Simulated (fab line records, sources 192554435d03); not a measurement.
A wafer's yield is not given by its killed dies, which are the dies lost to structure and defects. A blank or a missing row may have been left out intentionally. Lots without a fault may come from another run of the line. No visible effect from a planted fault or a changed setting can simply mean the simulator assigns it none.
A lot that was struck, set against a sound lot | flow n5 finfet | 15 out of 1938 route steps
Sound: these wafers, L351.4, L351.5, L351.6. Wafers L359.1, L359.3, L359.5 were the ones struck. Last of all comes the cause.
Per side, at each step with rows, come the tool, then ch with its chambers, and then its first start. Under that, the readings that differ: sound wafers | struck wafers | difference of the means | sigmas: that difference in standard deviations of wafers without a fault.
alike: words and numbers the same on both sides, and readings whose means are apart by under 2 such deviations; not compared: readings that were withheld, readings missing a value for some wafer, numbers with overlapping values and no deviation given by the record, and bounds like >300 which may hide the same value.
A row with sigmas, a row that says differs or no value, or rows on one side alone: a step with any of these is where the two part. Numbers that have no deviation but don't overlap get no sigmas and don't part them. Lack of a reading on every wafer of one side parts them only where that side has two or more wafers.

first, 1 step without rows for these wafers: N5_MOL_CONTACT_COAG_ANNEAL_112 (time 1800 s).
N5_MOL_CONTACT_COAG_INSPECT_97: inspects for defects (darkfield).
  sound: defect inspect-02 at day 6 07:59; struck: defect inspect-02 at day 8 18:28
  alike: raw defect count
then, 1 step without rows for these wafers: N5_BEOL_M0_SAQP_PECVD_00 (deposits SiCN from 3MS/NH3, target thk 8 nm, time 14 s).
N5_BEOL_M0_SAQP_ILD_DEP_01: deposits SiOC from DEMS/O2, target thk 45.419 nm, time 8.7 s.
  sound on pecvd-02 ch 0,1,2, day 6 08:18; struck on pecvd-02 ch 0,1, day 8 18:49
  alike: heater power w, showerhead plenum p Torr, throttle valve pct
N5_BEOL_M0_SAQP_HM_DEP_02: deposits TiN, target thk 12 nm.
  sound: pvd sputter-02 at day 6 08:47; struck: pvd sputter-03 at day 8 19:17
  alike: substrate temp c, throttle valve pct
N5_BEOL_M0_SAQP_PECVD_03: deposits SiCN from 3MS/NH3, target thk 12 nm, time 21.1 s.
  sound on pecvd-03 ch 0,1,2, day 6 08:55; struck on pecvd-03 ch 0,1,2, day 8 19:24
  alike: showerhead plenum p Torr, throttle valve pct
then, 2 steps without rows for these wafers: N5_BEOL_M0_SAQP_PECVD_96 (deposits a-Si from SiH4/He, target thk 45 nm, time 45.2 s); N5_BEOL_M0_SAQP_PECVD_97 (deposits SiNx from SiH4/NH3/N2, target thk 23 nm, time 19.9 s).
N5_BEOL_M0_SAQP_PECVD_04: deposits a-Si from SiH4/He, target thk 60 nm, time 60.2 s.
  sound on pecvd-03 ch 0,1,2, day 6 09:04; struck on pecvd-03 ch 0,1,2, day 8 19:31
  alike: heater power w, showerhead plenum p Torr, throttle valve pct
N5_BEOL_M0_SAQP_THK_MEAS_05:
  sound: film metro-01 at day 6 09:07; struck: film metro-02 at day 8 19:37
  alike: thk nm
N5_BEOL_M0_SAQP_HM_DEP_111: deposits SiO2 from SiH4/N2O, target thk 12 nm, time 7.2 s.
  sound on pecvd-02 ch 0,1,2, day 6 09:11; struck on pecvd-04 ch 1,2, day 8 19:38
  alike: heater power w, showerhead plenum p Torr
N5_BEOL_M0_SAQP_COAT_81: time 60 s, resist thk 100 nm.
  sound on litho track-02 ch 0, day 6 09:14; struck on litho track-02 ch 0, day 8 19:44
  reading                  | sound                | struck               | difference | sigmas
  heater power total W (W) | 500.4 500.1 503.2    | 842.9 840.4 843.2    | +340.9     | +99 or more
  plate temp C (C)         | 249.96 250.08 250.20 | 268.37 268.23 268.08 | +18.15     | +99 or more
  alike: dispense pressure kPa
then, 1 step without rows for these wafers: N5_BEOL_M0_SAQP_COAT_82 (time 60 s, resist thk 30 nm).
-- the record jumps here: 3 days lie between the struck wafers' starts before and after (it left off in module BEOL_M0_SAQP and takes up again in module BEOL_M4, whose first step shown is number 1111 of the route) --
N5_BEOL_M4_RC_MEAS_101:
  sound on prober-01 ch 0, day 8 21:28; struck on prober-02 ch 0, day 11 07:45
  reading       | sound             | struck            | difference | sigmas
  DIBL_N (mV/V) | 33.7 36.2 36.8    | 37.7 38.3 38.0    | +2.4       | +2
  VT_N (mV)     | 256.6 252.7 252.7 | 248.4 248.9 249.3 | -5.1       | -2
  alike: DIBL_P, IOFF_N, IOFF_P, ION_N, ION_P, SS_N, SS_P, VT_P
-- record jumps: 4 days separate the struck wafers' starts on either side; left off in module BEOL_M4, taken up again in module PASSIVATION, whose first shown step is the route's number 1936 --
N5_PASSIVATION_PROBE_49:
  record: rows for the struck wafers here (prober-01, day 15 13:52), none for the sound ones

WHERE THEY PART
At N5_BEOL_M0_SAQP_COAT_81 first; at N5_PASSIVATION_PROBE_49 last (within this record only).

WHY: what the simulator had put in
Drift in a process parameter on litho track-02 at N5_BEOL_M0_SAQP_COAT_81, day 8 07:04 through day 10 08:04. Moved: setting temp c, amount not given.
